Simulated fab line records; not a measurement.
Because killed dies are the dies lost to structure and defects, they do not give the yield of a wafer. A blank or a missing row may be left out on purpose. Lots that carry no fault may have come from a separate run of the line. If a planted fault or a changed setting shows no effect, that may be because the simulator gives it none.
Which tool is to blame? | flow n5Finfet | 10 lots with 30 wafers sampled at 5 steps, on a route of 1938 steps

## WHAT EACH GAUGE READ, for each wafer
N5_BEOL_M6_INSPECT_58: inspects for defects (darkfield).
lot  | measured     | on               | rawDefectCount
L370 | day 10 01:31 | defectInspect-02 | 49 40 66
L373 | day 11 02:36 | defectInspect-01 | 67 60 54
L375 | day 11 22:06 | defectInspect-01 | 74 80 87
L377 | day 12 12:53 | defectInspect-01 | 66 78 95
L386 | day 14 07:06 | defectInspect-02 | 68 61 74
L382 | day 14 11:43 | defectInspect-01 | 82 64 43
L388 | day 15 00:26 | defectInspect-01 | 48 49 60
L384 | day 15 02:20 | defectInspect-02 | 68 63 57
L387 | day 15 06:06 | defectInspect-02 | 63 75 100
L389 | day 15 13:22 | defectInspect-02 | 77 69 52

N5_BEOL_M7_THK_MEAS_01.
lot  | measured     | on           | M7_ILD_THK (nm)
L370 | day 10 02:07 | filmMetro-02 | 151.4 156.0 155.8
L373 | day 11 03:23 | filmMetro-01 | 157.1 157.8 157.7
L375 | day 11 22:43 | filmMetro-01 | 149.8 153.2 153.4
L377 | day 12 13:30 | filmMetro-01 | 153.7 156.6 156.0
L386 | day 14 07:43 | filmMetro-01 | 154.0 158.0 157.6
L382 | day 14 12:20 | filmMetro-02 | 178.2 177.1 178.6
L388 | day 15 01:03 | filmMetro-02 | 153.6 158.5 158.8
L384 | day 15 02:56 | filmMetro-01 | 181.5 183.4 185.2
L387 | day 15 06:43 | filmMetro-02 | 156.0 155.5 156.1
L389 | day 15 14:01 | filmMetro-02 | 150.2 152.2 151.7

## TOOL THAT RAN EACH LOT (tool first, then ch and the chambers of the sampled wafers, then the start)
lot  | N5_BEOL_M6_TRENCH_ETCH_37                    | N5_BEOL_M6_DEGAS_44         | N5_BEOL_M7_CURE_74
L370 | rieDiel-06 ch 0,1,3, day 9 23:45 or earlier  | pvdSputter-02, day 9 23:45  | uvCure-01 ch 2, day 10 01:41
L373 | rieDiel-06 ch 2,3, day 10 23:02 or earlier   | pvdSputter-03, day 10 23:02 | uvCure-01 ch 2, day 11 02:57
L375 | rieDiel-05 ch 0,1,2, day 11 20:31 or earlier | pvdSputter-02, day 11 20:31 | uvCure-01 ch 0, day 11 22:12
L377 | rieDiel-06 ch 0,1, day 12 11:00 or earlier   | pvdSputter-02, day 12 11:00 | uvCure-03 ch 0, day 12 13:04
L386 | rieDiel-05 ch 0,1,2, day 14 04:53 or earlier | pvdSputter-01, day 14 04:53 | uvCure-02 ch 2, day 14 07:12
L382 | rieDiel-06 ch 0,1,3, day 14 08:20 or earlier | pvdSputter-01, day 14 08:20 | uvCure-03 ch 1, day 14 11:49
L388 | rieDiel-05 ch 0,1,2, day 14 22:32 or earlier | pvdSputter-03, day 14 22:32 | uvCure-01 ch 0, day 15 00:37
L384 | rieDiel-06 ch 1,2, day 15 00:34 or earlier   | pvdSputter-02, day 15 00:34 | uvCure-03 ch 2, day 15 02:35
L387 | rieDiel-06 ch 0,1,2, day 15 04:21 or earlier | pvdSputter-01, day 15 04:21 | uvCure-01 ch 0, day 15 06:12
L389 | rieDiel-05 ch 0,1,3, day 15 11:32 or earlier | pvdSputter-01, day 15 11:32 | uvCure-03 ch 0, day 15 13:30
- N5_BEOL_M6_TRENCH_ETCH_37: etches SiCOH lowk in C4F6/O2, target depth 94.435 nm, time 31.5 s.
- N5_BEOL_M6_DEGAS_44: time 60 s.
- N5_BEOL_M7_CURE_74: cures SiCOH lowk, time 240 s.

## WHAT THE TOOLS THEMSELVES READ (means of the sampled wafers that have a number; where no wafer has one, the mark that the record gives instead)
N5_BEOL_M6_TRENCH_ETCH_37.
lot  | tool       | C4F6_flow_sccm (sccm) | chamberPressureMTorr (mTorr) | drypumpMotorCurrentA (A) | mfcArSccm (sccm) | oes_o_777_au (a.u.) | oesProductAu (a.u.) | rfVppV (V) | showerheadPlenumPTorr (Torr) | throttleValvePct (%)
L370 | rieDiel-06 | 9.990                 | 29.986                       | 5.4                      | 300.1            | 0.70                | 0.70                | 667        | 2.70                         | 21.01
L373 | rieDiel-06 | 10.007                | 30.033                       | 4.9                      | 300.1            | 0.65                | 0.68                | 674        | 2.87                         | 21.16
L375 | rieDiel-05 | 9.995                 | 29.998                       | 6.4                      | 300.1            | 0.75                | 0.74                | 674        | 2.86                         | 21.04
L377 | rieDiel-06 | 10.022                | 29.973                       | 5.7                      | 300.4            | 0.68                | 0.68                | 660        | 2.69                         | 21.23
L386 | rieDiel-05 | 9.992                 | 29.989                       | 6.4                      | 300.2            | 0.73                | 0.73                | 674        | 2.86                         | 21.07
L382 | rieDiel-06 | 9.980                 | 29.998                       | 5.4                      | 300.3            | 0.76                | 0.76                | 671        | 2.81                         | 20.95
L388 | rieDiel-05 | 10.020                | 29.982                       | 6.5                      | 300.0            | 0.73                | 0.73                | 674        | 2.85                         | 21.08
L384 | rieDiel-06 | 9.984                 | 29.986                       | 5.1                      | 299.0            | 0.82                | 0.86                | 680        | 2.85                         | 21.16
L387 | rieDiel-06 | 10.015                | 29.994                       | 5.4                      | 298.9            | 0.81                | 0.85                | 674        | 2.88                         | 21.12
L389 | rieDiel-05 | 9.988                 | 30.009                       | 6.2                      | 300.1            | 0.76                | 0.76                | 677        | 2.83                         | 20.92

N5_BEOL_M6_DEGAS_44.
lot  | tool          | heaterPowerW (W)
L370 | pvdSputter-02 | 352
L373 | pvdSputter-03 | 343
L375 | pvdSputter-02 | 337
L377 | pvdSputter-02 | 350
L386 | pvdSputter-01 | 364
L382 | pvdSputter-01 | 327
L388 | pvdSputter-03 | 322
L384 | pvdSputter-02 | 343
L387 | pvdSputter-01 | 292
L389 | pvdSputter-01 | 327

N5_BEOL_M7_CURE_74.
lot  | tool      | lampPowerPct (%) | runLengthS (s) | wafer_temp_C_max
L370 | uvCure-01 | 52.36            | 286.3          | 388.0
L373 | uvCure-01 | 52.34            | 286.0          | 387.9
L375 | uvCure-01 | 52.32            | 285.6          | 387.3
L377 | uvCure-03 | 52.39            | 286.9          | 386.8
L386 | uvCure-02 | 52.30            | 285.2          | 386.8
L382 | uvCure-03 | -                | -              | -
L388 | uvCure-01 | 52.28            | 285.8          | 386.8
L384 | uvCure-03 | -                | -              | -
L387 | uvCure-01 | 52.33            | 285.8          | 386.9
L389 | uvCure-03 | 52.31            | 287.0          | 386.2

## THE ANSWER, worked out from the rows above alone
Rule: the usual values come from the lots themselves. Put in order of their means at a reading, lots are off if they are a third of the lots or fewer, leave a main group of 4 or more, and stand apart from it by a gap of 3 or more times the standard deviation of the main group's means; of several such gaps the widest counts. The tables above print the reading to a certain number of digits; a main group whose means all agree to those digits is not used. Also off: a lot with no number at a reading for which 4 or more lots have one. Any other lot the step has rows for is counted as sound. Order of review: gauges by route order, followed by the tools' own readings, for which a lot's mean as printed above is used. At the first step where some lot is off, the reading lying furthest off is the one used; lots without a number count as furthest.
Off: L382, L384, seen at N5_BEOL_M7_THK_MEAS_01 (M7_ILD_THK). Mean 155.0 nm and standard deviation 2.1 in the main group.
A tool fits if, at a process step before that reading, it ran every lot that is off, and no sound lot after the first of them. The gauges at N5_BEOL_M7_THK_MEAS_01 aren't tried: what is off there is off at N5_BEOL_M7_CURE_74 too, on other tools, and a gauge's error can't cause that. N5_BEOL_M6_TRENCH_ETCH_37 gives no start for some lots, so the hours and the order of its lots are those of N5_BEOL_M6_DEGAS_44. No candidate that was tried fits.

## WHAT THE SIMULATOR HAD INSERTED
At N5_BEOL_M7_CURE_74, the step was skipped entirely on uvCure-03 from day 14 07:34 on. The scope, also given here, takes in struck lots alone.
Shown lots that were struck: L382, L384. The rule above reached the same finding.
